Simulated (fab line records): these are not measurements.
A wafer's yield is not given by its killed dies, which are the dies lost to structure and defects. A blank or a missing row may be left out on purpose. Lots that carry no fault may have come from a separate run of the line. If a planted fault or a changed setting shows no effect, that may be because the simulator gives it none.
Lot-split experiment	flow n5Finfet	7 lots, 21 wafers read, on a route of 1938 steps

THE SPLIT
At N5_BEOL_M5_ETCH_72 (etches underlayer in N2/H2, target depth 6.5 nm, time 5.2 s), the setting biasW was moved away from the recipe's 150 W on 10 of the 21 wafers read, by -17.3% to +17.7%. For the rest of the wafers, this setting stayed at what the recipe calls for.

The reading is taken at the split's own step.

THE READING
rfVppV, in V, at N5_BEOL_M5_ETCH_72 (etches underlayer in N2/H2, target depth 6.5 nm, time 5.2 s). A value of 523.6 V with a standard deviation of 2.5 V is what fault-free wafers of this fab line usually give.

wafer	tool, chamber at the split	biasW as run, W	against the recipe	rfVppV, V	against lot-mates on the recipe
L078.4	rieDiel-06, 2	150	recipe	523.3	-
L078.5	rieDiel-06, 0	174.9	+16.6%	575.5	+52.2
L078.6	rieDiel-06, 3	174.9	+16.6%	572.5	+49.2
L081.1	rieDiel-03, 3	150	recipe	525.1	-
L081.3	rieDiel-03, 1	176.6	+17.7%	582.3	+57.2
L081.5	rieDiel-03, 3	176.6	+17.7%	583.4	+58.3
L080.1	rieDiel-03, 2	126.9	-15.4%	466.2	-58.0
L080.2	rieDiel-03, 1	150	recipe	526.1	-
L080.6	rieDiel-03, 2	150	recipe	522.3	-
L083.1	rieDiel-06, 3	150	recipe	520.3	-
L083.2	rieDiel-06, 1	141.5	-5.7%	507.1	-14.9
L083.4	rieDiel-06, 2	150	recipe	523.8	-
L084.2	rieDiel-03, 1	150	recipe	527.3	-
L084.5	rieDiel-03, 2	150	recipe	519.4	-
L084.6	rieDiel-03, 1	150	recipe	527.3	-
L088.1	rieDiel-06, 3	124.1	-17.3%	461.8	no lot-mate on the recipe
L088.3	rieDiel-06, 2	124.1	-17.3%	461.5	no lot-mate on the recipe
L088.4	rieDiel-06, 1	124.1	-17.3%	464.0	no lot-mate on the recipe
L091.1	rieDiel-04, 3	174.8	+16.5%	580.3	+55.0
L091.4	rieDiel-04, 1	150	recipe	525.7	-
L091.6	rieDiel-04, 3	150	recipe	524.9	-

FIT RESULTS
A straight line over all 21 wafers: rfVppV changes by +3.39 V for each +1% of biasW; r = +1.00; the points scatter about the line by 3.2 V.
The same after taking each lot's own level away (the mean of its wafers on the recipe; 18 wafers): +3.29 V for each +1%; r = +1.00; scatter 3.1 V.
On that fit, the largest move of biasW shifts the reading by 58 V.
Across the lots, their own levels run from 522.05 to 525.30 V, a range of 1.3 times the standard deviation given above.
The two slopes are in agreement: the lot-to-lot level therefore moves the slope only a little.
Check: for one of the wafers moved furthest among these (+17.7%), held out of the fit, the line's prediction against its lot-mates is +57.7 V. It came out at +57.2 V against them.
Tool readings at the split's step, against how far the setting was moved: rfVppV r = +1.00.

FURTHER SPLITS ON THESE WAFERS
These wafers also went through other splits before the reading. Each is held against what the fit with the lots' levels taken away leaves over:
other split on the same wafers	wafers away from the commonest value	r with rfVppV (lot level and that fit taken away)
N5_BEOL_M2_COAT_73 spinRpm	6	+0.16
N5_BEOL_M3_EXPOSE_25 doseMj	7	+0.04
N5_BEOL_M4_COAT_05 spinRpm	8	+0.08
N5_BEOL_M5_ILD_DEP_00 timeS	7	-0.66
N5_BEOL_M5_COAT_71 spinRpm	8	+0.08

FILE'S OWN FIT
rfVppV changes by +3.31 V for each +1% of biasW, r = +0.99.
